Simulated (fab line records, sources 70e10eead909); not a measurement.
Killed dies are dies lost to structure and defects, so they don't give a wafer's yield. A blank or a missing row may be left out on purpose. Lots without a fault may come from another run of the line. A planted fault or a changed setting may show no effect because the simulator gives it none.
A struck lot beside a sound one | flow nand_harc | 14 steps out of a route of 1159
Sound: wafers L276.2, L276.3, L276.4. Struck: wafer L266.6. (L266.2 of the same lot was not struck and is left out.) The cause comes at the end.
At each step with rows: each side's tool, then ch and its chambers, then its first start. Under that, the readings that differ: sound wafers | struck wafers | difference of the means | sigmas: that difference in standard deviations of wafers without a fault.
alike: readings whose means differ by less than 2 such deviations, and words and numbers that are the same on both sides. not compared: withheld readings, readings that some wafer has no value for, bounds like >300 that may hide the same value, and numbers for which the record gives no deviation and whose values overlap.
The two part at a step that has a row with sigmas, a row that says differs or no value, or rows on one side only. Numbers that don't overlap but have no deviation are shown without sigmas and don't part them. A reading that every wafer of one side lacks parts them only if that side has two wafers or more.

NHARC_A_ZERO_WELL_INSPECT_17:
  sound on defect_inspect-02, day 11 11:31; struck on defect_inspect-02, day 8 19:17
  alike: raw_defect_count
then, 3 steps without rows for these wafers: NHARC_A_SOURCE_PLATE_PRECLEAN_00 (cleans in HF-LAST, time 60 s); NHARC_A_SOURCE_PLATE_SRD_01; NHARC_A_SOURCE_PLATE_OXIDE_02 (material SiO2, target thk 10 nm, ox time 1362 s).
NHARC_A_SOURCE_PLATE_THK_MEAS_09: measures by ellipsometry.
  sound on film_metro-02, day 11 18:37; struck on film_metro-01, day 9 06:32
  alike: thk_nm
then, 3 steps without rows for these wafers: NHARC_A_SOURCE_PLATE_PVD_04 (deposits WSi2, target thk 50 nm); NHARC_A_SOURCE_PLATE_CVD_03 (deposits poly-Si, target thk 200 nm, time 4000 s); NHARC_A_SOURCE_PLATE_ANNEAL_05 (time 1800 s).
NHARC_A_SOURCE_PLATE_THK_MEAS_06: measures by ellipsometry.
  sound on film_metro-02, day 12 08:19; struck on film_metro-02, day 9 21:50
  alike: thk_nm
NHARC_A_SOURCE_PLATE_INSPECT_08:
  sound on defect_inspect-02, day 12 08:24; struck on defect_inspect-01, day 9 21:54
  alike: raw_defect_count
NHARC_A_ONON_D1_DEP_00: target thk 1000 nm.
  sound on pecvd_onon-04 ch 0, day 12 08:31; struck on pecvd_onon-03 ch 0, day 9 22:01
NHARC_A_ONON_D1_THK_MEAS_02: measures by ellipsometry.
  sound on film_metro-02, day 12 08:59; struck on film_metro-02, day 9 22:28
  reading     | sound       | struck | difference | sigmas
  thk_nm (nm) | 989 990 990 | 690    | -300       | -30
then, 1 step without rows for these wafers: NHARC_A_ONON_D1_DEP_03 (target thk 1000 nm).
-- the record jumps here: 15 days lie between the struck wafers' starts before and after (it left off in module A_ONON_D1 and takes up again in module END, whose first step shown is number 1159 of the route) --
NHARC_END_SORT_01:
  the record has rows for the struck wafers here (prober-02 ch 0, day 24 16:35) and none for the sound ones

WHERE THEY PART
First at NHARC_A_ONON_D1_THK_MEAS_02; last, within this record, at NHARC_END_SORT_01.

WHY: what the simulator had put in
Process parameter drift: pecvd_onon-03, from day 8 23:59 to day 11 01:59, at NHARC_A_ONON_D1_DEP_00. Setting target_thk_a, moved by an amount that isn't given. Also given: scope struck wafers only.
